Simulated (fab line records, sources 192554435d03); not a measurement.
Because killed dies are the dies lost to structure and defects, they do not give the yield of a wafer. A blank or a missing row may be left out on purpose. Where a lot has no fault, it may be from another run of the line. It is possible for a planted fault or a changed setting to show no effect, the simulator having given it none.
fab line records	flow n5_finfet
record: lots: 24	wafers: 72	last_day: 19
route steps=1938 shown BEOL_M1@791
lots untouched by any fault: they come from a run of this same line in which no faults occurred
start_h: hours from the record's opening day to when the first of the lot's shown wafers began	wait_h: hours from the lot's prior step to this one	" identical to the entry in the row above	L1.1+2: one row covering several wafers at once	- no value, or no start was given	* or withheld: withheld	< > ~ a bound
route shown NAME@n: names a module that has steps shown in the file, with the first one's number in the route	usual: mean/standard deviation taken from wafers without a fault	same: alike in all rows	chamber/n: place in a boat	sites: each site's reading	_std_site: their standard deviation	_edge_site: inner sites' mean taken away from outer sites' mean	radius_mm: for every site, how far away it sits from the centre of the wafer	mask NAME#n: copy n	behind: tool/chamber where the wafer was last shaped	hold: what put the lot on hold/how long, in hours/how the hold closed	device: names the non-switching transistor (n, p or np)	end of line: the tests these same wafers got at the end of their route	step lacking rows: just its recipe	killed: the dies lost at the first sort to structure and to defects; this is not the yield of the wafer	map: per-die view of a wafer (x killed, . not killed, _ where there is no die)
set.NAME: the run value of the setting; set.NAME@STEP: its run value at that earlier step	model.NAME: the simulator's own value behind a step, which no gauge read
a sample of lots followed through the steps of the route, with each step as a table and each wafer as a row
services: from which hour (start_h, from the record's first day; less than 0 if before it) a tool's chamber was out of use, for how many hours, and why
== steps ==
step: N5_BEOL_M1_ETCH_69
recipe: chemistry: CF4	target: SiARC	target_depth_a: 156	mask_material: CAR-EUV	time_s: 26	ion_energy_ev: 80	pressure_mtorr: 40	source_w: 545	bias_w: 36	Ar_flow_sccm: 100	cf4_flow_sccm: 100	ends: cleared
usual: bias_w: 36.00/0.1	chamber_pressure_mTorr: 40.00/0.039	drypump_motor_current_A: 6.0/0.45	etch_rf_on_time_s: 26.4/0.42	oes_product_au: 0.64/0.062	rf_fwd_power_W: 531.9/2	rf_vpp_V: 183.8/1.3	showerhead_plenum_p_Torr: 2.11/0.083	throttle_valve_pct: 15.71/0.29
lot.wafer	tool	chamber	start_h	wait_h	bias_w	chamber_pressure_mTorr	drypump_motor_current_A	etch_rf_on_time_s	oes_product_au	rf_fwd_power_W	rf_hours_counter_h	rf_vpp_V	showerhead_plenum_p_Torr	throttle_valve_pct
L076.3	rie_diel-06	3	139.42	0.0	36.02	40.06	6.7	26.7	0.61	532.6	211	183.2	2.02	15.79
L076.4	"	1	"	"	36.09	39.93	6.0	26.7	0.68	533.9	101	182.9	1.98	15.37
L076.6	"	3	"	"	36.16	40.00	6.6	26.7	0.61	532.7	-	182.5	2.02	15.79
L074.1	rie_diel-06	0	140.46	0.0	36.14	40.00	6.0	26.3	0.60	532.4	236	184.0	2.11	15.68
L074.4	"	1	"	"	36.11	39.97	6.0	26.4	0.68	532.3	101	181.8	1.99	15.38
L074.6	"	3	"	"	36.06	40.03	6.7	26.4	0.61	531.4	-	181.9	2.02	15.77
L075.2	rie_diel-02	0	140.52	0.0	35.96	39.99	6.8	26.5	0.60	531.0	249	181.2	2.02	15.50
L075.4	"	3	"	"	36.05	39.97	6.2	26.3	0.63	532.0	153	183.3	2.06	16.00
L075.6	"	2	"	"	36.02	39.99	6.6	26.4	0.68	531.6	-	182.2	2.00	15.57
L078.1	rie_diel-06	3	144.88	0.0	36.06	40.05	6.7	26.5	0.61	529.5	213	181.5	2.02	15.78
L078.3	"	1	"	"	36.08	40.01	6.0	26.2	0.69	533.5	103	182.7	1.98	15.39
L078.5	"	0	"	"	35.96	39.96	6.0	26.3	0.59	530.8	-	183.5	2.11	15.69
L077.4	rie_diel-02	3	145.09	0.0	35.74	39.97	6.2	26.5	0.62	531.2	-	185.1	2.06	16.01
L077.5	"	2	"	"	35.97	40.06	6.6	26.6	0.67	531.9	-	181.4	2.00	15.58
L077.6	"	1	"	"	36.09	40.03	5.5	27.1	0.65	530.1	-	185.2	2.23	15.55
L079.2	rie_diel-02	3	156.54	0.0	35.86	40.00	6.2	26.5	0.62	530.9	160	183.7	2.06	16.01
L079.5	"	3	"	"	35.90	40.04	6.2	26.4	0.62	530.0	-	182.6	2.06	16.00
L079.6	"	1	"	"	35.68	40.00	5.5	27.4	0.64	530.7	-	185.2	2.22	15.55
L080.1	rie_diel-02	0	163.84	0.0	36.11	40.07	6.8	26.3	0.82	531.3	2	186.2	2.27	15.03
L080.2	"	3	"	"	36.05	40.04	6.2	26.3	0.62	531.3	163	182.6	2.05	16.03
L080.4	"	1	"	"	36.01	40.04	5.5	27.2	0.63	527.8	149	185.6	2.22	15.57
L081.3	rie_diel-01	2	164.59	0.0	36.20	40.00	5.4	26.3	0.66	535.2	97	183.1	2.16	15.56
L081.5	"	1	"	"	35.86	40.04	5.5	26.6	0.60	532.2	-	181.8	2.12	16.16
L081.6	"	0	"	"	35.90	40.03	5.9	26.1	0.63	531.3	-	183.5	2.14	15.99
L082.1	rie_diel-02	1	171.57	0.0	36.00	39.98	5.5	27.0	0.64	531.2	152	185.4	2.22	15.55
L082.3	"	2	"	"	36.09	40.03	6.6	26.5	0.68	531.3	116	183.9	1.99	15.61
L082.4	"	3	"	"	35.98	40.13	6.2	26.2	0.61	532.5	165	184.8	2.05	16.03
L083.1	rie_diel-01	1	181.24	0.0	36.04	39.96	5.6	26.6	0.59	529.1	210	183.6	2.12	16.17
L083.4	"	2	"	"	36.18	40.03	5.4	26.2	0.66	532.0	104	184.0	2.16	15.57
L083.6	"	0	"	"	36.05	40.03	5.8	25.9	0.63	532.9	-	184.6	2.13	16.02
L084.1	rie_diel-01	2	185.43	0.0	35.97	39.93	5.4	26.3	0.65	532.9	105	183.5	2.16	15.58
L084.3	"	1	"	"	36.10	40.03	5.6	26.8	0.59	533.3	211	183.2	2.12	16.18
L084.4	"	0	"	"	35.94	40.02	5.9	26.5	0.63	530.7	196	185.0	2.13	16.01
L085.2	rie_diel-01	1	192.98	0.0	35.87	39.98	5.5	26.4	0.59	531.0	213	183.2	2.12	16.16
L085.4	"	2	"	"	36.00	40.12	5.4	25.9	0.66	532.0	107	183.2	2.16	15.58
L085.5	"	2	"	"	36.00	40.05	5.5	26.1	0.66	532.6	-	183.5	2.16	15.56
L086.1	rie_diel-06	3	198.05	0.0	36.14	39.98	6.7	26.8	0.59	531.4	229	181.9	2.01	15.82
L086.2	"	2	"	"	36.00	39.99	5.6	27.1	0.61	536.3	168	184.5	2.23	15.73
L086.3	"	1	"	"	36.18	40.04	6.0	26.3	0.67	529.9	118	183.4	1.98	15.42
L087.2	rie_diel-01	0	200.73	0.0	36.01	39.97	5.8	26.2	0.61	529.2	201	184.3	2.13	16.03
L087.4	"	1	"	"	35.84	39.96	5.6	26.6	0.59	531.3	216	183.3	2.12	16.17
L087.6	"	1	"	"	35.94	39.97	5.5	26.5	0.59	531.4	-	183.6	2.12	16.19
L088.1	rie_diel-01	1	210.42	0.0	35.95	39.99	5.5	26.4	0.59	534.2	218	184.6	2.12	16.18
L088.3	"	3	"	"	36.03	40.00	6.3	26.5	0.58	532.9	232	182.9	2.12	15.73
L088.4	"	2	"	"	36.10	40.00	5.4	26.2	0.65	531.1	112	184.7	2.16	15.59
L089.1	rie_diel-06	0	221.22	0.0	36.15	40.02	6.0	26.2	0.84	529.7	2	183.8	2.11	15.21
L089.3	"	2	"	"	35.83	39.96	5.6	27.6	0.61	536.5	175	185.9	2.22	15.75
L089.6	"	3	"	"	35.85	40.01	6.7	26.9	0.59	530.8	-	181.6	2.01	15.84
L091.1	rie_diel-06	3	232.44	0.0	35.88	40.03	6.6	26.6	0.59	532.5	239	181.5	2.01	15.83
L091.3	"	1	"	"	36.04	39.98	6.0	25.9	0.67	530.3	127	182.7	1.98	15.44
L091.4	"	0	"	"	36.05	39.99	6.0	25.6	0.84	532.1	5	185.1	2.11	15.21
L090.1	rie_diel-01	1	235.03	0.0	35.98	40.01	5.5	26.0	0.59	531.4	225	184.2	2.12	16.19
L090.2	"	2	"	"	35.89	39.98	5.4	26.2	0.65	530.0	119	184.9	2.16	15.61
L090.4	"	3	"	"	35.92	40.06	6.3	26.8	0.57	532.3	238	183.5	2.11	15.74
L092.2	rie_diel-02	1	238.99	0.0	36.00	39.99	5.5	26.7	0.63	532.6	173	184.5	2.22	15.60
L092.3	"	0	"	"	35.84	39.99	6.8	25.9	0.78	531.3	23	185.9	2.26	15.08
L092.5	"	1	"	"	36.00	40.00	5.5	26.8	0.63	533.5	-	185.6	2.21	15.61
L093.1	rie_diel-02	0	239.49	0.0	35.90	40.00	6.8	25.8	0.78	532.7	24	186.1	2.26	15.08
L093.2	"	2	"	"	36.00	40.00	6.6	26.0	0.66	532.7	138	183.7	1.99	15.62
L093.6	"	1	"	"	36.06	39.97	5.5	26.7	0.63	530.8	-	184.9	2.21	15.61
L094.2	rie_diel-01	3	248.69	0.0	35.97	39.95	6.3	26.3	0.58	532.8	243	183.8	2.11	15.76
L094.5	"	2	"	"	35.93	40.05	5.4	26.2	0.65	530.7	-	183.3	2.15	15.59
L094.6	"	3	"	"	35.98	40.02	6.3	26.5	0.57	535.2	-	184.9	2.11	15.75
L095.1	rie_diel-01	3	252.05	0.0	35.87	40.01	6.3	26.0	0.58	530.5	245	185.2	2.11	15.76
L095.2	"	1	"	"	36.08	39.96	5.6	25.6	0.59	532.7	232	184.0	2.11	16.21
L095.3	"	2	"	"	36.04	40.04	5.4	25.6	0.65	531.9	125	183.0	2.15	15.60
L096.1	rie_diel-06	0	259.30	0.0	36.01	39.96	6.0	25.5	0.82	530.8	12	184.4	2.10	15.23
L096.2	"	3	"	"	35.84	40.02	6.7	26.6	0.58	532.1	246	182.2	2.01	15.84
L096.6	"	0	"	"	36.09	39.99	6.0	25.9	0.81	531.9	-	183.5	2.11	15.24
L097.1	rie_diel-01	3	261.68	0.0	36.03	39.98	6.3	26.7	0.57	530.1	247	184.3	2.11	15.76
L097.3	"	1	"	"	36.19	39.95	5.5	26.4	0.59	530.9	234	182.6	2.11	16.22
L097.5	"	0	"	"	36.23	39.99	5.9	26.6	0.60	534.0	-	182.2	2.12	16.07
step: N5_BEOL_M1_ALD_98
recipe: material: SiO2	target_thk_a: 25	temp_c: 100	ald_precursor_family: BDEAS	ald_co_reactant: O2-plasma	pulse_time_s: 1	co_reactant_pulse_time_s: 1	purge_time_s: 2	co_reactant_purge_time_s: 2	ald_cycles: 17	pressure_torr: 2
usual: heater_power_w: 77/5.4	precursor_pulse_height_rel: 1.000/0.019
lot.wafer	tool	chamber	start_h	wait_h	heater_power_w	precursor_pulse_height_rel
L076.3	ald_sin-03	3	139.50	0.1	85	1.035
L076.4	"	1	"	"	76	1.002
L076.6	"	1	"	"	75	1.010
L074.1	ald_sin-03	0	140.54	0.1	73	0.960
L074.4	"	3	"	"	87	1.030
L074.6	"	0	"	"	72	1.009
L075.2	ald_sin-01	1	140.60	0.1	77	1.022
L075.4	"	2	"	"	81	0.987
L075.6	"	2	"	"	83	1.003
L078.1	ald_sin-01	2	144.96	0.1	83	1.002
L078.3	"	1	"	"	78	1.003
L078.5	"	3	"	"	80	1.000
L077.4	ald_sin-01	1	145.14	0.0	76	1.012
L077.5	"	2	"	"	82	0.989
L077.6	"	3	"	"	79	1.005
L079.2	ald_sin-01	0	156.62	0.1	74	1.017
L079.5	"	2	"	"	83	1.004
L079.6	"	1	"	"	79	0.999
L080.1	ald_sin-03	1	163.92	0.1	74	1.013
L080.2	"	0	"	"	71	0.995
L080.4	"	2	"	"	71	0.982
L081.3	ald_sin-03	0	164.67	0.1	73	1.014
L081.5	"	0	"	"	71	1.037
L081.6	"	1	"	"	73	1.019
L082.1	ald_sin-03	2	172.05	0.5	72	0.955
L082.3	"	3	"	"	86	0.999
L082.4	"	0	"	"	72	1.032
L083.1	ald_sin-03	2	182.01	0.7	72	0.968
L083.4	"	1	"	"	73	0.999
L083.6	"	0	"	"	73	1.007
L084.1	ald_sin-03	1	185.67	0.2	76	0.992
L084.3	"	0	"	"	73	1.017
L084.4	"	3	"	"	87	1.036
L085.2	ald_sin-03	2	193.07	0.1	71	0.990
L085.4	"	1	"	"	75	1.018
L085.5	"	3	"	"	86	1.011
L086.1	ald_sin-01	3	198.36	0.3	78	0.999
L086.2	"	0	"	"	72	1.024
L086.3	"	1	"	"	74	1.010
L087.2	ald_sin-03	3	200.81	0.1	86	1.022
L087.4	"	1	"	"	77	0.980
L087.6	"	2	"	"	73	0.997
L088.1	ald_sin-03	1	210.51	0.1	74	0.969
L088.3	"	2	"	"	73	0.991
L088.4	"	3	"	"	84	0.981
L089.1	ald_sin-03	1	221.40	0.2	76	1.040
L089.3	"	2	"	"	72	1.017
L089.6	"	3	"	"	87	1.008
L091.1	ald_sin-04	2	232.52	0.1	74	0.988
L091.3	"	1	"	"	69	1.018
L091.4	"	0	"	"	73	0.998
L090.1	ald_sin-04	2	235.16	0.1	72	1.010
L090.2	"	3	"	"	86	0.979
L090.4	"	0	"	"	71	1.026
L092.2	ald_sin-01	3	239.46	0.4	77	1.030
L092.3	"	1	"	"	75	1.008
L092.5	"	1	"	"	76	0.991
L093.1	ald_sin-03	2	239.58	0.1	72	1.003
L093.2	"	1	"	"	74	1.009
L093.6	"	3	"	"	88	1.017
L094.2	ald_sin-03	0	248.85	0.1	74	0.984
L094.5	"	0	"	"	72	0.983
L094.6	"	1	"	"	75	0.993
L095.1	ald_sin-01	0	252.24	0.2	74	1.013
L095.2	"	3	"	"	78	0.975
L095.3	"	2	"	"	85	1.018
L096.1	ald_sin-01	3	259.38	0.1	78	1.008
L096.2	"	2	"	"	84	0.980
L096.6	"	1	"	"	76	0.986
L097.1	ald_sin-03	0	261.76	0.1	73	1.024
L097.3	"	1	"	"	77	1.002
L097.5	"	1	"	"	77	0.978
step: N5_BEOL_M1_DEGAS_44
recipe: ambient: vacuum	temp_c: 250	time_s: 60
usual: heater_power_w: 349/27
lot.wafer	tool	chamber	start_h	wait_h	heater_power_w
L076.3	pvd_sputter-03	-	142.95	0.8	342
L076.4	"	-	"	"	380
L076.6	"	-	"	"	382
L074.1	pvd_sputter-03	-	144.00	0.6	351
L074.4	"	-	"	"	376
L074.6	"	-	"	"	393
L075.2	pvd_sputter-02	-	146.60	0.7	362
L075.4	"	-	"	"	342
L075.6	"	-	"	"	322
L078.1	pvd_sputter-01	-	155.36	0.7	355
L078.3	"	-	"	"	333
L078.5	"	-	"	"	346
L077.4	pvd_sputter-01	-	158.54	0.4	365
L077.5	"	-	"	"	377
L077.6	"	-	"	"	323
L079.2	pvd_sputter-02	-	158.55	0.4	326
L079.5	"	-	"	"	341
L079.6	"	-	"	"	333
L080.1	pvd_sputter-01	-	169.33	0.3	374
L080.2	"	-	"	"	328
L080.4	"	-	"	"	379
L081.3	pvd_sputter-02	-	169.70	0.5	373
L081.5	"	-	"	"	347
L081.6	"	-	"	"	372
L082.1	pvd_sputter-01	-	175.27	0.8	323
L082.3	"	-	"	"	384
L082.4	"	-	"	"	351
L083.1	pvd_sputter-02	-	189.67	0.4	373
L083.4	"	-	"	"	321
L083.6	"	-	"	"	375
L084.1	pvd_sputter-03	-	193.00	0.2	376
L084.3	"	-	"	"	354
L084.4	"	-	"	"	342
L085.2	pvd_sputter-02	-	196.42	0.4	318
L085.4	"	-	"	"	351
L085.5	"	-	"	"	381
L086.1	pvd_sputter-03	-	202.09	0.5	296
L086.2	"	-	"	"	345
L086.3	"	-	"	"	353
L087.2	pvd_sputter-01	-	205.48	0.5	380
L087.4	"	-	"	"	324
L087.6	"	-	"	"	345
L088.1	pvd_sputter-02	-	220.32	0.4	373
L088.3	"	-	"	"	317
L088.4	"	-	"	"	346
L089.1	pvd_sputter-02	-	224.78	0.7	318
L089.3	"	-	"	"	370
L089.6	"	-	"	"	321
L091.1	pvd_sputter-02	-	237.66	0.4	348
L091.3	"	-	"	"	374
L091.4	"	-	"	"	323
L090.1	pvd_sputter-03	-	247.02	0.3	288
L090.2	"	-	"	"	354
L090.4	"	-	"	"	343
L092.2	pvd_sputter-01	-	251.86	0.3	373
L092.3	"	-	"	"	381
L092.5	"	-	"	"	319
L093.1	pvd_sputter-01	-	256.76	0.2	389
L093.2	"	-	"	"	348
L093.6	"	-	"	"	387
L095.1	pvd_sputter-01	-	260.27	0.6	381
L095.2	"	-	"	"	330
L095.3	"	-	"	"	345
L094.2	pvd_sputter-01	-	265.29	0.1	356
L094.5	"	-	"	"	349
L094.6	"	-	"	"	378
L096.1	pvd_sputter-02	-	268.67	0.3	370
L096.2	"	-	"	"	322
L096.6	"	-	"	"	319
L097.1	pvd_sputter-03	-	270.21	0.4	287
L097.3	"	-	"	"	354
L097.5	"	-	"	"	361
step: N5_BEOL_M1_SPUTTER_48
recipe: material: Cu	target_thk_a: 45	temp_c: -20	chamber_pressure_pa: 0.07	power_w: withheld	time_s: 8.29
usual: substrate_temp_c: -19.99/0.1	throttle_valve_pct: 30.2/1.1
lot.wafer	tool	chamber	start_h	wait_h	substrate_temp_c	throttle_valve_pct
L076.3	pvd_sputter-01	-	143.60	0.2	-19.87	32.2
L076.4	"	-	"	"	-19.78	31.1
L076.6	"	-	"	"	-19.98	31.1
L074.1	pvd_sputter-01	-	145.44	0.5	-20.03	31.4
L074.4	"	-	"	"	-20.00	31.0
L074.6	"	-	"	"	-20.08	31.1
L075.2	pvd_sputter-01	-	147.32	0.2	-20.01	30.9
L075.4	"	-	"	"	-20.11	32.1
L075.6	"	-	"	"	-20.05	31.0
L078.1	pvd_sputter-01	-	156.12	0.2	-20.11	32.4
L078.3	"	-	"	"	-19.99	30.9
L078.5	"	-	"	"	-20.13	28.9
L077.4	pvd_sputter-02	-	159.67	0.2	-19.90	29.3
L077.5	"	-	"	"	-20.05	30.1
L077.6	"	-	"	"	-20.01	29.4
L079.2	pvd_sputter-03	-	161.46	1.5	-19.89	30.6
L079.5	"	-	"	"	-19.84	29.4
L079.6	"	-	"	"	-19.80	30.6
L080.1	pvd_sputter-02	-	169.90	0.1	-19.90	29.5
L080.2	"	-	"	"	-20.01	30.1
L080.4	"	-	"	"	-19.82	29.1
L081.3	pvd_sputter-03	-	170.36	0.1	-19.96	29.4
L081.5	"	-	"	"	-19.98	29.3
L081.6	"	-	"	"	-19.90	29.8
L082.1	pvd_sputter-01	-	176.29	0.3	-20.22	29.1
L082.3	"	-	"	"	-19.96	32.4
L082.4	"	-	"	"	-19.74	31.0
L083.1	pvd_sputter-02	-	190.57	0.1	-19.95	30.4
L083.4	"	-	"	"	-19.99	30.0
L083.6	"	-	"	"	-20.07	29.5
L084.1	pvd_sputter-03	-	193.61	0.1	-19.92	29.4
L084.3	"	-	"	"	-20.05	29.5
L084.4	"	-	"	"	-20.18	30.7
L085.2	pvd_sputter-02	-	197.20	0.3	-20.04	30.4
L085.4	"	-	"	"	-20.09	30.5
L085.5	"	-	"	"	-19.83	30.2
L086.1	pvd_sputter-01	-	202.76	0.2	-20.07	31.2
L086.2	"	-	"	"	-20.01	32.3
L086.3	"	-	"	"	-19.78	31.0
L087.2	pvd_sputter-01	-	206.54	0.4	-19.98	32.1
L087.4	"	-	"	"	-20.06	29.0
L087.6	"	-	"	"	-20.07	28.7
L088.1	pvd_sputter-03	-	221.21	0.2	-20.00	28.6
L088.3	"	-	"	"	-20.09	29.6
L088.4	"	-	"	"	-19.93	30.5
L089.1	pvd_sputter-02	-	225.52	0.1	-19.94	29.3
L089.3	"	-	"	"	-20.19	30.8
L089.6	"	-	"	"	-19.97	30.4
L091.1	pvd_sputter-01	-	238.42	0.2	-20.02	32.1
L091.3	"	-	"	"	-20.01	31.0
L091.4	"	-	"	"	-20.03	28.9
L090.1	pvd_sputter-03	-	249.13	0.8	-19.90	29.7
L090.2	"	-	"	"	-20.00	29.9
L090.4	"	-	"	"	-19.87	28.7
L092.2	pvd_sputter-01	-	254.12	0.1	-20.06	31.1
L092.3	"	-	"	"	-19.76	31.1
L092.5	"	-	"	"	-19.93	32.3
L093.1	pvd_sputter-01	-	257.95	0.2	-19.89	30.9
L093.2	"	-	"	"	-20.16	32.4
L093.6	"	-	"	"	-19.96	29.0
L095.1	pvd_sputter-03	-	261.41	0.1	-20.00	30.8
L095.2	"	-	"	"	-19.98	29.5
L095.3	"	-	"	"	-19.88	29.7
L094.2	pvd_sputter-03	-	265.93	0.1	-20.01	28.7
L094.5	"	-	"	"	-20.03	30.5
L094.6	"	-	"	"	-20.07	29.4
L096.1	pvd_sputter-01	-	269.52	0.1	-19.82	31.1
L096.2	"	-	"	"	-20.00	32.0
L096.6	"	-	"	"	-19.91	32.3
L097.1	pvd_sputter-03	-	270.79	0.1	-19.94	28.5
L097.3	"	-	"	"	-20.23	29.5
L097.5	"	-	"	"	-19.92	28.6
step: N5_BEOL_M1_ANNEAL_82
recipe: temp_c: 400	time_s: 240	ambient: vacuum
usual: heater_power_w: 868/71
lot.wafer	tool	chamber	start_h	wait_h	heater_power_w
L076.3	pvd_sputter-01	-	144.12	0.0	921
L076.4	"	-	"	"	874
L076.6	"	-	"	"	870
L074.1	pvd_sputter-01	-	145.96	0.0	890
L074.4	"	-	"	"	822
L074.6	"	-	"	"	872
L075.2	pvd_sputter-01	-	147.84	0.0	803
L075.4	"	-	"	"	938
L075.6	"	-	"	"	809
L078.1	pvd_sputter-01	-	156.64	0.0	928
L078.3	"	-	"	"	818
L078.5	"	-	"	"	941
L077.4	pvd_sputter-02	-	160.22	0.1	882
L077.5	"	-	"	"	810
L077.6	"	-	"	"	911
L079.2	pvd_sputter-03	-	161.98	0.0	738
L079.5	"	-	"	"	858
L079.6	"	-	"	"	734
L080.1	pvd_sputter-02	-	170.42	0.0	928
L080.2	"	-	"	"	799
L080.4	"	-	"	"	856
L081.3	pvd_sputter-03	-	170.88	0.0	866
L081.5	"	-	"	"	882
L081.6	"	-	"	"	859
L082.1	pvd_sputter-01	-	176.81	0.0	960
L082.3	"	-	"	"	913
L082.4	"	-	"	"	854
L083.1	pvd_sputter-02	-	191.09	0.0	795
L083.4	"	-	"	"	805
L083.6	"	-	"	"	931
L084.1	pvd_sputter-03	-	194.13	0.0	860
L084.3	"	-	"	"	887
L084.4	"	-	"	"	725
L085.2	pvd_sputter-02	-	197.72	0.0	785
L085.4	"	-	"	"	802
L085.5	"	-	"	"	812
L086.1	pvd_sputter-01	-	203.28	0.0	888
L086.2	"	-	"	"	927
L086.3	"	-	"	"	818
L087.2	pvd_sputter-01	-	207.06	0.0	953
L087.4	"	-	"	"	943
L087.6	"	-	"	"	948
L088.1	pvd_sputter-03	-	221.73	0.0	961
L088.3	"	-	"	"	875
L088.4	"	-	"	"	707
L089.1	pvd_sputter-02	-	226.04	0.0	869
L089.3	"	-	"	"	809
L089.6	"	-	"	"	810
L091.1	pvd_sputter-01	-	238.94	0.0	940
L091.3	"	-	"	"	822
L091.4	"	-	"	"	943
L090.1	pvd_sputter-03	-	249.65	0.0	873
L090.2	"	-	"	"	893
L090.4	"	-	"	"	930
L092.2	pvd_sputter-01	-	254.64	0.0	825
L092.3	"	-	"	"	893
L092.5	"	-	"	"	939
L093.1	pvd_sputter-01	-	258.47	0.0	795
L093.2	"	-	"	"	939
L093.6	"	-	"	"	959
L095.1	pvd_sputter-03	-	261.93	0.0	742
L095.2	"	-	"	"	919
L095.3	"	-	"	"	853
L094.2	pvd_sputter-03	-	266.45	0.0	930
L094.5	"	-	"	"	716
L094.6	"	-	"	"	868
L096.1	pvd_sputter-01	-	270.04	0.0	885
L096.2	"	-	"	"	944
L096.6	"	-	"	"	950
L097.1	pvd_sputter-03	-	271.31	0.0	958
L097.3	"	-	"	"	903
L097.5	"	-	"	"	938
step: N5_BEOL_M1_SPUTTER_90
recipe: material: Cu	target_thk_a: 45	temp_c: -20	chamber_pressure_pa: 0.07	power_w: withheld	time_s: 8.29
usual: substrate_temp_c: -19.99/0.1	throttle_valve_pct: 30.2/1.1
lot.wafer	tool	chamber	start_h	wait_h	substrate_temp_c	throttle_valve_pct
L076.3	pvd_sputter-01	-	144.70	0.1	-19.96	32.3
L076.4	"	-	"	"	-19.87	31.1
L076.6	"	-	"	"	-20.05	31.2
L074.1	pvd_sputter-01	-	146.54	0.1	-20.00	30.7
L074.4	"	-	"	"	-19.93	30.9
L074.6	"	-	"	"	-19.98	31.3
L075.2	pvd_sputter-01	-	148.42	0.1	-19.91	31.1
L075.4	"	-	"	"	-19.97	32.1
L075.6	"	-	"	"	-19.94	30.8
L078.1	pvd_sputter-01	-	157.22	0.1	-20.03	32.4
L078.3	"	-	"	"	-19.79	30.9
L078.5	"	-	"	"	-20.01	29.0
L077.4	pvd_sputter-02	-	160.77	0.0	-20.06	29.4
L077.5	"	-	"	"	-19.97	30.1
L077.6	"	-	"	"	-19.73	29.7
L079.2	pvd_sputter-03	-	162.56	0.1	-20.08	30.8
L079.5	"	-	"	"	-20.12	29.7
L079.6	"	-	"	"	-20.04	30.5
L080.1	pvd_sputter-02	-	171.00	0.1	-19.93	29.4
L080.2	"	-	"	"	-20.03	30.2
L080.4	"	-	"	"	-19.88	29.0
L081.3	pvd_sputter-03	-	171.46	0.1	-20.15	29.6
L081.5	"	-	"	"	-20.10	29.7
L081.6	"	-	"	"	-20.07	29.7
L082.1	pvd_sputter-01	-	177.39	0.1	-20.13	28.9
L082.3	"	-	"	"	-20.21	32.3
L082.4	"	-	"	"	-19.91	31.0
L083.1	pvd_sputter-02	-	191.67	0.1	-20.11	30.4
L083.4	"	-	"	"	-19.83	30.2
L083.6	"	-	"	"	-20.10	29.3
L084.1	pvd_sputter-03	-	194.71	0.1	-19.89	29.4
L084.3	"	-	"	"	-20.08	29.6
L084.4	"	-	"	"	-20.08	30.7
L085.2	pvd_sputter-02	-	198.30	0.1	-19.95	30.1
L085.4	"	-	"	"	-19.95	30.7
L085.5	"	-	"	"	-19.91	30.2
L086.1	pvd_sputter-01	-	203.86	0.1	-19.98	31.3
L086.2	"	-	"	"	-19.91	32.2
L086.3	"	-	"	"	-20.05	30.8
L087.2	pvd_sputter-01	-	207.64	0.1	-19.92	32.0
L087.4	"	-	"	"	-20.03	28.8
L087.6	"	-	"	"	-19.94	28.9
L088.1	pvd_sputter-03	-	222.31	0.1	-20.04	28.5
L088.3	"	-	"	"	-20.09	29.8
L088.4	"	-	"	"	-20.05	30.7
L089.1	pvd_sputter-02	-	226.62	0.1	-20.03	29.1
L089.3	"	-	"	"	-19.96	30.2
L089.6	"	-	"	"	-19.98	30.0
L091.1	pvd_sputter-01	-	239.52	0.1	-19.95	32.1
L091.3	"	-	"	"	-20.20	31.0
L091.4	"	-	"	"	-19.95	28.9
L090.1	pvd_sputter-03	-	250.23	0.1	-20.12	29.6
L090.2	"	-	"	"	-20.11	29.7
L090.4	"	-	"	"	-20.00	28.6
L092.2	pvd_sputter-01	-	255.22	0.1	-19.82	31.1
L092.3	"	-	"	"	-20.06	31.3
L092.5	"	-	"	"	-19.93	32.2
L093.1	pvd_sputter-01	-	259.05	0.1	-20.29	31.1
L093.2	"	-	"	"	-20.01	32.1
L093.6	"	-	"	"	-19.83	28.9
L095.1	pvd_sputter-03	-	262.51	0.1	-19.91	30.6
L095.2	"	-	"	"	-19.97	29.4
L095.3	"	-	"	"	-19.87	29.7
L094.2	pvd_sputter-03	-	267.03	0.1	-20.01	28.7
L094.5	"	-	"	"	-19.91	30.5
L094.6	"	-	"	"	-19.92	29.7
L096.1	pvd_sputter-01	-	270.62	0.1	-20.02	31.0
L096.2	"	-	"	"	-19.94	32.1
L096.6	"	-	"	"	-19.92	32.3
L097.1	pvd_sputter-03	-	271.89	0.1	-19.90	28.5
L097.3	"	-	"	"	-20.03	29.5
L097.5	"	-	"	"	-19.85	28.7
== services ==
tool	chamber	start_h	hours	kind
ald_sin-01	3	122.03	7.9	repair
rie_diel-02	2	130.94	1.8	repair
rie_diel-02	0	143.18	-	clean
rie_diel-02	0	143.18	-	consumable_replace:focus_ring
rie_diel-02	0	143.18	-	consumable_replace:showerhead
rie_diel-01	-	153.03	1.0	repair
ald_sin-03	3	177.57	7.6	repair
ald_sin-01	-	178.88	14.0	pm
ald_sin-01	0	178.88	14.0	vent_cycle
ald_sin-01	1	178.88	14.0	vent_cycle
ald_sin-01	2	178.88	14.0	vent_cycle
ald_sin-01	3	178.88	14.0	vent_cycle
pvd_sputter-02	-	180.38	6.8	repair
pvd_sputter-01	-	185.31	8.9	repair
ald_sin-01	0	192.88	-	clean
ald_sin-01	1	192.88	-	clean
ald_sin-01	2	192.88	-	clean
ald_sin-01	3	192.88	-	clean
rie_diel-02	0	199.21	4.1	repair
ald_sin-01	-	210.40	4.3	pm
rie_diel-06	-	227.86	0.3	repair
ald_sin-04	1	236.64	6.2	repair
rie_diel-02	3	237.17	2.9	repair
ald_sin-03	-	243.11	5.7	repair
== key ==
fault none
